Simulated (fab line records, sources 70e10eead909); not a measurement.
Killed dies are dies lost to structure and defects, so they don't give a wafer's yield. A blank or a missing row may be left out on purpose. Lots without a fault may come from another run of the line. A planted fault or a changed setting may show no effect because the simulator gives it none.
Chamber matching | flow nand_harc | NHARC_A_CONTACT_ETCH_31 on rie_diel-11: 4 sister chambers
The step etches the open film in O2/COS, target depth 2800 nm, time 728 s. 4 wafers are shown with their chamber, then 6 later ones without.

WAFERS WITH THEIR CHAMBER
wafer  | chamber | drypump_motor_current_A (A)
L710.1 | 0       | 5.1
L710.4 | 3       | 6.6
L713.3 | 2       | 5.9
L713.4 | 1       | 6.1

WAFERS WITHOUT THEIR CHAMBER
wafer  | drypump_motor_current_A (A)
L713.6 | 5.9
L717.3 | 5.9
L717.5 | 5.2
L717.6 | 6.6
L722.4 | 5.2
L724.3 | 6.6

WHICH CHAMBER EACH WENT THROUGH
wafer  | from the rows above | in truth
L713.6 | 2                   | 2
L717.3 | 2                   | 2
L717.5 | 0                   | 0
L717.6 | 3                   | 3
L722.4 | 0                   | 0
L724.3 | 3                   | 3
Placed correctly: 6 of 6. Can't be placed from these rows: 0. Placed wrongly: 0.
How it was worked out, from the rows above alone: a wafer's distance from a chamber is the root of the sum, over the readings, of the square of ((its reading less the chamber's mean) divided by the reading's scatter). The wafer belongs to the nearest chamber; if the next one is less than 2 further off, it can't be placed. A chamber's mean is the mean of its shown wafers. The scatter: with one shown wafer a chamber, the root of the mean of the squares of how far each hidden wafer lies from its nearest shown one.
